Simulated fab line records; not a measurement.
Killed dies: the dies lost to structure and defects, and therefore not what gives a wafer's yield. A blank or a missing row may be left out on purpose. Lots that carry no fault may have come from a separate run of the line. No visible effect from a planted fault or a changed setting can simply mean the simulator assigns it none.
Which of the tools did it? || flow nand_harc || Sampling: 13 lots, 39 wafers, 6 of 1302 route steps

WHAT THE GAUGES READ, wafer by wafer
NHARC_A_ONON_D2_THK_MEAS_05: measures by ellipsometry. Usual: thk_nm 1000 nm, standard deviation 10.
{"lot": "L100", "measured": "day 12 08:07", "on": "film_metro-02", "thk_nm (nm)": "994 995 994", "flag": ""}
{"lot": "L102", "measured": "day 13 04:47", "on": "film_metro-01", "thk_nm (nm)": "1001 1001 1001", "flag": ""}
{"lot": "L101", "measured": "day 13 04:49", "on": "film_metro-02", "thk_nm (nm)": "1000 998 997", "flag": ""}
{"lot": "L103", "measured": "day 13 14:47", "on": "film_metro-02", "thk_nm (nm)": "994 994 995", "flag": ""}
{"lot": "L104", "measured": "day 14 04:44", "on": "film_metro-02", "thk_nm (nm)": "1573 1575 1571 1571 1571 1574", "flag": "OFF"}
{"lot": "L107", "measured": "day 15 06:51", "on": "film_metro-01", "thk_nm (nm)": "1569 1569 1568 1571 1570 1572", "flag": "OFF"}
{"lot": "L113", "measured": "day 18 08:41", "on": "film_metro-02", "thk_nm (nm)": "1003 1004 1004", "flag": ""}
{"lot": "L116", "measured": "day 19 06:50", "on": "film_metro-01", "thk_nm (nm)": "988 987 987", "flag": ""}
{"lot": "L119", "measured": "day 20 02:46", "on": "film_metro-02", "thk_nm (nm)": "1019 1017 1019", "flag": ""}
{"lot": "L118", "measured": "day 20 02:54", "on": "film_metro-01", "thk_nm (nm)": "981 980 981", "flag": ""}
{"lot": "L120", "measured": "day 20 15:27", "on": "film_metro-02", "thk_nm (nm)": "987 986 987", "flag": ""}
{"lot": "L121", "measured": "day 20 21:02", "on": "film_metro-02", "thk_nm (nm)": "989 989 987", "flag": ""}
{"lot": "L123", "measured": "day 21 23:34", "on": "film_metro-01", "thk_nm (nm)": "998 997 998", "flag": ""}

NHARC_A_ONON_D2_THK_MEAS_30: measures by ellipsometry. Usual: thk_nm 998 nm, standard deviation 8.4.
{"lot": "L100", "measured": "day 12 21:14", "on": "film_metro-01", "thk_nm (nm)": "992 995 997", "flag": ""}
{"lot": "L102", "measured": "day 13 16:08", "on": "film_metro-02", "thk_nm (nm)": "992 992 991", "flag": ""}
{"lot": "L101", "measured": "day 13 16:07", "on": "film_metro-01", "thk_nm (nm)": "1006 1003 1002", "flag": ""}
{"lot": "L103", "measured": "day 14 02:35", "on": "film_metro-02", "thk_nm (nm)": "981 979 979", "flag": ""}
{"lot": "L113", "measured": "day 18 20:08", "on": "film_metro-01", "thk_nm (nm)": "998 994 996", "flag": ""}
{"lot": "L116", "measured": "day 19 18:11", "on": "film_metro-01", "thk_nm (nm)": "1004 1004 1006", "flag": ""}
{"lot": "L119", "measured": "day 20 14:25", "on": "film_metro-01", "thk_nm (nm)": "993 994 995", "flag": ""}
{"lot": "L118", "measured": "day 20 14:26", "on": "film_metro-02", "thk_nm (nm)": "1005 1007 1006", "flag": ""}
{"lot": "L120", "measured": "day 21 03:07", "on": "film_metro-01", "thk_nm (nm)": "997 998 1000", "flag": ""}
{"lot": "L121", "measured": "day 21 09:17", "on": "film_metro-02", "thk_nm (nm)": "1015 1015 1014", "flag": ""}
{"lot": "L123", "measured": "day 22 12:36", "on": "film_metro-01", "thk_nm (nm)": "1005 1005 1007", "flag": ""}

NHARC_END_SORT_01. Usual: defect_limited_yield 90.8 %, standard deviation 2.2; killed_at_array 58, standard deviation 15; killed_at_other 0.8, standard deviation 1.2; killed_at_periphery 3.5, standard deviation 2.5; killed_dies 62, standard deviation 15; killed_open 3.2, standard deviation 1.7; killed_short 2.4, standard deviation 1.5.
{"lot": "L102", "measured": "day 24 14:47", "on": "prober-01", "defect_limited_yield (%)": "88.3 90.5 90.1", "killed_at_array": "79 60 66", "killed_at_other": "0 1 0", "killed_at_periphery": "0 3 1", "killed_dies": "79 64 67", "killed_open": "2 1 1", "killed_short": "2 5 3", "flag": ""}
{"lot": "L103", "measured": "day 25 06:41", "on": "prober-02", "defect_limited_yield (%)": "89.5 89.4 89.4", "killed_at_array": "63 70 71", "killed_at_other": "5 2 0", "killed_at_periphery": "3 0 1", "killed_dies": "71 72 72", "killed_open": "3 3 2", "killed_short": "6 1 4", "flag": ""}
{"lot": "L116", "measured": "day 31 04:17", "on": "prober-02", "defect_limited_yield (%)": "89.7 88.6 91.4", "killed_at_array": "68 75 55", "killed_at_other": "1 2 1", "killed_at_periphery": "1 0 2", "killed_dies": "70 77 58", "killed_open": "0 3 3", "killed_short": "1 0 4", "flag": ""}

EACH LOT AND THE TOOL THAT RAN IT (in order: tool; ch and the chambers of the sampled wafers; start)
{"lot": "L100", "NHARC_A_CHANNEL_FILL_D1_STRIP_28": "rie_diel-13 ch 0,1, day 9 19:31", "NHARC_A_ONON_D2_DEP_03": "pecvd_onon-04 ch 0, day 12 07:43", "NHARC_A_ONON_D2_DEP_33": "pecvd-01 ch 0,1, day 12 21:17"}
{"lot": "L102", "NHARC_A_CHANNEL_FILL_D1_STRIP_28": "rie_diel-13 ch 1,2, day 10 12:44", "NHARC_A_ONON_D2_DEP_03": "pecvd_onon-04 ch 0, day 13 04:20", "NHARC_A_ONON_D2_DEP_33": "pecvd-03 ch 0,1,2, day 13 16:11"}
{"lot": "L101", "NHARC_A_CHANNEL_FILL_D1_STRIP_28": "rie_diel-05 ch 0,1,2, day 10 12:45", "NHARC_A_ONON_D2_DEP_03": "pecvd_onon-01 ch 0, day 13 04:20", "NHARC_A_ONON_D2_DEP_33": "pecvd-01 ch 0,1,2, day 13 16:13"}
{"lot": "L103", "NHARC_A_CHANNEL_FILL_D1_STRIP_28": "rie_diel-05 ch 1,2,3, day 11 00:34", "NHARC_A_ONON_D2_DEP_03": "pecvd_onon-01 ch 0, day 13 14:20", "NHARC_A_ONON_D2_DEP_33": "pecvd-03 ch 0,1,2, day 14 02:41"}
{"lot": "L104", "NHARC_A_CHANNEL_FILL_D1_STRIP_28": "rie_diel-01 ch 1,2, day 11 11:19", "NHARC_A_ONON_D2_DEP_03": "pecvd_onon-01 ch 0, day 14 04:13", "NHARC_A_ONON_D2_DEP_33": "-"}
{"lot": "L107", "NHARC_A_CHANNEL_FILL_D1_STRIP_28": "rie_diel-01 ch 0,1,2, day 12 19:29", "NHARC_A_ONON_D2_DEP_03": "pecvd_onon-01 ch 0, day 15 06:19", "NHARC_A_ONON_D2_DEP_33": "-"}
{"lot": "L113", "NHARC_A_CHANNEL_FILL_D1_STRIP_28": "rie_diel-13 ch 1,2,3, day 15 15:30", "NHARC_A_ONON_D2_DEP_03": "pecvd_onon-04 ch 0, day 18 08:10", "NHARC_A_ONON_D2_DEP_33": "pecvd-03 ch 0,1,2, day 18 20:12"}
{"lot": "L116", "NHARC_A_CHANNEL_FILL_D1_STRIP_28": "rie_diel-01 ch 2,3, day 16 18:53", "NHARC_A_ONON_D2_DEP_03": "pecvd_onon-04 ch 0, day 19 06:23", "NHARC_A_ONON_D2_DEP_33": "pecvd-02 ch 0,1, day 19 18:17"}
{"lot": "L119", "NHARC_A_CHANNEL_FILL_D1_STRIP_28": "rie_diel-05 ch 1,2, day 17 14:59", "NHARC_A_ONON_D2_DEP_03": "pecvd_onon-04 ch 0, day 20 02:19", "NHARC_A_ONON_D2_DEP_33": "pecvd-01 ch 0,1,2, day 20 14:29"}
{"lot": "L118", "NHARC_A_CHANNEL_FILL_D1_STRIP_28": "rie_diel-01 ch 0,1,3, day 17 15:01", "NHARC_A_ONON_D2_DEP_03": "pecvd_onon-02 ch 0, day 20 02:23", "NHARC_A_ONON_D2_DEP_33": "pecvd-03 ch 0,1, day 20 14:35"}
{"lot": "L120", "NHARC_A_CHANNEL_FILL_D1_STRIP_28": "rie_diel-01 ch 1,2,3, day 18 01:28", "NHARC_A_ONON_D2_DEP_03": "pecvd_onon-01 ch 0, day 20 15:04", "NHARC_A_ONON_D2_DEP_33": "pecvd-02 ch 0,1,2, day 21 03:15"}
{"lot": "L121", "NHARC_A_CHANNEL_FILL_D1_STRIP_28": "rie_diel-05 ch 0,1,3, day 18 08:38", "NHARC_A_ONON_D2_DEP_03": "pecvd_onon-04 ch 0, day 20 20:31", "NHARC_A_ONON_D2_DEP_33": "pecvd-03 ch 0,1, day 21 09:24"}
{"lot": "L123", "NHARC_A_CHANNEL_FILL_D1_STRIP_28": "rie_diel-01 ch 0,3, day 19 04:20", "NHARC_A_ONON_D2_DEP_03": "pecvd_onon-02 ch 0, day 21 23:10", "NHARC_A_ONON_D2_DEP_33": "pecvd-01 ch 1,2, day 22 12:47"}
- NHARC_A_CHANNEL_FILL_D1_STRIP_28: strips in O2, time 20 s.
- NHARC_A_ONON_D2_DEP_03: target thk 1000 nm.
- NHARC_A_ONON_D2_DEP_33: deposits SiO2, target thk 200 nm.

WHAT THE TOOLS THEMSELVES READ (means of the sampled wafers that have a number; where no wafer has one, the mark that the record gives instead)
NHARC_A_CHANNEL_FILL_D1_STRIP_28. Usual: chamber_pressure_mTorr 59.99 mTorr, standard deviation 0.056; drypump_motor_current_A 5.9 A, standard deviation 0.42; oes_product_au 0.998 a.u., standard deviation 0.0079; rf_vpp_V 57.7 V, standard deviation 0.87; showerhead_plenum_p_Torr 3.51 Torr, standard deviation 0.12; throttle_valve_pct 17.037 %, standard deviation 0.0098.
{"lot": "L100", "tool": "rie_diel-13", "chamber_pressure_mTorr (mTorr)": 60.01, "drypump_motor_current_A (A)": 5.1, "oes_product_au (a.u.)": 1.003, "rf_vpp_V (V)": 57.0, "showerhead_plenum_p_Torr (Torr)": 3.39, "throttle_valve_pct (%)": 17.044, "flag": ""}
{"lot": "L102", "tool": "rie_diel-13", "chamber_pressure_mTorr (mTorr)": 59.97, "drypump_motor_current_A (A)": 5.1, "oes_product_au (a.u.)": 0.992, "rf_vpp_V (V)": 57.8, "showerhead_plenum_p_Torr (Torr)": 3.50, "throttle_valve_pct (%)": 17.031, "flag": ""}
{"lot": "L101", "tool": "rie_diel-05", "chamber_pressure_mTorr (mTorr)": 60.01, "drypump_motor_current_A (A)": 6.0, "oes_product_au (a.u.)": 0.991, "rf_vpp_V (V)": 57.6, "showerhead_plenum_p_Torr (Torr)": 3.50, "throttle_valve_pct (%)": 17.038, "flag": ""}
{"lot": "L103", "tool": "rie_diel-05", "chamber_pressure_mTorr (mTorr)": 59.97, "drypump_motor_current_A (A)": 5.8, "oes_product_au (a.u.)": 0.989, "rf_vpp_V (V)": 57.6, "showerhead_plenum_p_Torr (Torr)": 3.43, "throttle_valve_pct (%)": 17.040, "flag": ""}
{"lot": "L104", "tool": "rie_diel-01", "chamber_pressure_mTorr (mTorr)": 59.95, "drypump_motor_current_A (A)": 6.0, "oes_product_au (a.u.)": 0.995, "rf_vpp_V (V)": 58.0, "showerhead_plenum_p_Torr (Torr)": 3.49, "throttle_valve_pct (%)": 17.036, "flag": ""}
{"lot": "L107", "tool": "rie_diel-01", "chamber_pressure_mTorr (mTorr)": 60.02, "drypump_motor_current_A (A)": 6.0, "oes_product_au (a.u.)": 0.989, "rf_vpp_V (V)": 57.6, "showerhead_plenum_p_Torr (Torr)": 3.54, "throttle_valve_pct (%)": 17.040, "flag": ""}
{"lot": "L113", "tool": "rie_diel-13", "chamber_pressure_mTorr (mTorr)": 60.04, "drypump_motor_current_A (A)": 5.5, "oes_product_au (a.u.)": 1.010, "rf_vpp_V (V)": 57.4, "showerhead_plenum_p_Torr (Torr)": 3.42, "throttle_valve_pct (%)": 17.026, "flag": ""}
{"lot": "L116", "tool": "rie_diel-01", "chamber_pressure_mTorr (mTorr)": 59.97, "drypump_motor_current_A (A)": 6.3, "oes_product_au (a.u.)": 1.000, "rf_vpp_V (V)": 57.8, "showerhead_plenum_p_Torr (Torr)": 3.62, "throttle_valve_pct (%)": 17.041, "flag": ""}
{"lot": "L119", "tool": "rie_diel-05", "chamber_pressure_mTorr (mTorr)": 59.99, "drypump_motor_current_A (A)": 6.2, "oes_product_au (a.u.)": 1.002, "rf_vpp_V (V)": 56.6, "showerhead_plenum_p_Torr (Torr)": 3.37, "throttle_valve_pct (%)": 17.038, "flag": ""}
{"lot": "L118", "tool": "rie_diel-01", "chamber_pressure_mTorr (mTorr)": 60.06, "drypump_motor_current_A (A)": 6.0, "oes_product_au (a.u.)": 1.011, "rf_vpp_V (V)": 57.7, "showerhead_plenum_p_Torr (Torr)": 3.48, "throttle_valve_pct (%)": 17.051, "flag": ""}
{"lot": "L120", "tool": "rie_diel-01", "chamber_pressure_mTorr (mTorr)": 60.02, "drypump_motor_current_A (A)": 6.1, "oes_product_au (a.u.)": 1.003, "rf_vpp_V (V)": 58.0, "showerhead_plenum_p_Torr (Torr)": 3.53, "throttle_valve_pct (%)": 17.040, "flag": ""}
{"lot": "L121", "tool": "rie_diel-05", "chamber_pressure_mTorr (mTorr)": 60.03, "drypump_motor_current_A (A)": 5.7, "oes_product_au (a.u.)": 0.995, "rf_vpp_V (V)": 57.5, "showerhead_plenum_p_Torr (Torr)": 3.52, "throttle_valve_pct (%)": 17.037, "flag": ""}
{"lot": "L123", "tool": "rie_diel-01", "chamber_pressure_mTorr (mTorr)": 60.00, "drypump_motor_current_A (A)": 6.1, "oes_product_au (a.u.)": 1.003, "rf_vpp_V (V)": 57.7, "showerhead_plenum_p_Torr (Torr)": 3.52, "throttle_valve_pct (%)": 17.034, "flag": ""}

NHARC_A_ONON_D2_DEP_03. Usual: nh3_flow_sccm 500.0 sccm, standard deviation 1.7.
{"lot": "L100", "tool": "pecvd_onon-04", "nh3_flow_sccm (sccm)": 498.1, "flag": ""}
{"lot": "L102", "tool": "pecvd_onon-04", "nh3_flow_sccm (sccm)": 501.2, "flag": ""}
{"lot": "L101", "tool": "pecvd_onon-01", "nh3_flow_sccm (sccm)": 499.6, "flag": ""}
{"lot": "L103", "tool": "pecvd_onon-01", "nh3_flow_sccm (sccm)": 501.0, "flag": ""}
{"lot": "L104", "tool": "pecvd_onon-01", "nh3_flow_sccm (sccm)": 498.0, "flag": ""}
{"lot": "L107", "tool": "pecvd_onon-01", "nh3_flow_sccm (sccm)": 499.1, "flag": ""}
{"lot": "L113", "tool": "pecvd_onon-04", "nh3_flow_sccm (sccm)": 499.0, "flag": ""}
{"lot": "L116", "tool": "pecvd_onon-04", "nh3_flow_sccm (sccm)": 501.5, "flag": ""}
{"lot": "L119", "tool": "pecvd_onon-04", "nh3_flow_sccm (sccm)": 500.3, "flag": ""}
{"lot": "L118", "tool": "pecvd_onon-02", "nh3_flow_sccm (sccm)": 498.7, "flag": ""}
{"lot": "L120", "tool": "pecvd_onon-01", "nh3_flow_sccm (sccm)": 497.3, "flag": ""}
{"lot": "L121", "tool": "pecvd_onon-04", "nh3_flow_sccm (sccm)": 501.2, "flag": ""}
{"lot": "L123", "tool": "pecvd_onon-02", "nh3_flow_sccm (sccm)": 501.9, "flag": ""}

NHARC_A_ONON_D2_DEP_33. Usual: heater_power_outer_w 317 W, standard deviation 74; heater_power_w 582 W, standard deviation 120; throttle_valve_pct 16.0 %, standard deviation 0.65.
{"lot": "L100", "tool": "pecvd-01", "heater_power_outer_w (W)": 271, "heater_power_w (W)": 467, "throttle_valve_pct (%)": 15.8, "flag": ""}
{"lot": "L102", "tool": "pecvd-03", "heater_power_outer_w (W)": 317, "heater_power_w (W)": 625, "throttle_valve_pct (%)": 16.0, "flag": ""}
{"lot": "L101", "tool": "pecvd-01", "heater_power_outer_w (W)": 310, "heater_power_w (W)": 527, "throttle_valve_pct (%)": 16.0, "flag": ""}
{"lot": "L103", "tool": "pecvd-03", "heater_power_outer_w (W)": 336, "heater_power_w (W)": 640, "throttle_valve_pct (%)": 15.8, "flag": ""}
{"lot": "L113", "tool": "pecvd-03", "heater_power_outer_w (W)": 311, "heater_power_w (W)": 617, "throttle_valve_pct (%)": 15.7, "flag": ""}
{"lot": "L116", "tool": "pecvd-02", "heater_power_outer_w (W)": 322, "heater_power_w (W)": 615, "throttle_valve_pct (%)": 16.5, "flag": ""}
{"lot": "L119", "tool": "pecvd-01", "heater_power_outer_w (W)": 312, "heater_power_w (W)": 523, "throttle_valve_pct (%)": 15.8, "flag": ""}
{"lot": "L118", "tool": "pecvd-03", "heater_power_outer_w (W)": 270, "heater_power_w (W)": 563, "throttle_valve_pct (%)": 15.9, "flag": ""}
{"lot": "L120", "tool": "pecvd-02", "heater_power_outer_w (W)": 316, "heater_power_w (W)": 581, "throttle_valve_pct (%)": 16.4, "flag": ""}
{"lot": "L121", "tool": "pecvd-03", "heater_power_outer_w (W)": 287, "heater_power_w (W)": 581, "throttle_valve_pct (%)": 15.8, "flag": ""}
{"lot": "L123", "tool": "pecvd-01", "heater_power_outer_w (W)": 321, "heater_power_w (W)": 538, "throttle_valve_pct (%)": 15.7, "flag": ""}

THE ANSWER, worked out from the rows above alone
Rule: a lot counts as off when the mean over its wafers that have a number is more than 3 standard deviations away from the usual mean. A lot without any number at a reading at which 4 lots or more have one is off too. The other lots that the step has rows for count as sound. Order of review: gauges by route order, followed by the tools' own readings, for which a lot's mean as printed above is used. The first step at which some lot is off is used, and at that step the reading that is off furthest; a lot without a number counts as furthest.
Off: L104, L107 (NHARC_A_ONON_D2_THK_MEAS_05, thk_nm).
A tool fits if, at a process step before that reading, it ran every lot that is off, and no sound lot after the first of them. Gauges at NHARC_A_ONON_D2_THK_MEAS_05: tried the same way as those tools. No candidate that was tried fits.

WHAT HAD BEEN PUT IN BY THE SIMULATOR
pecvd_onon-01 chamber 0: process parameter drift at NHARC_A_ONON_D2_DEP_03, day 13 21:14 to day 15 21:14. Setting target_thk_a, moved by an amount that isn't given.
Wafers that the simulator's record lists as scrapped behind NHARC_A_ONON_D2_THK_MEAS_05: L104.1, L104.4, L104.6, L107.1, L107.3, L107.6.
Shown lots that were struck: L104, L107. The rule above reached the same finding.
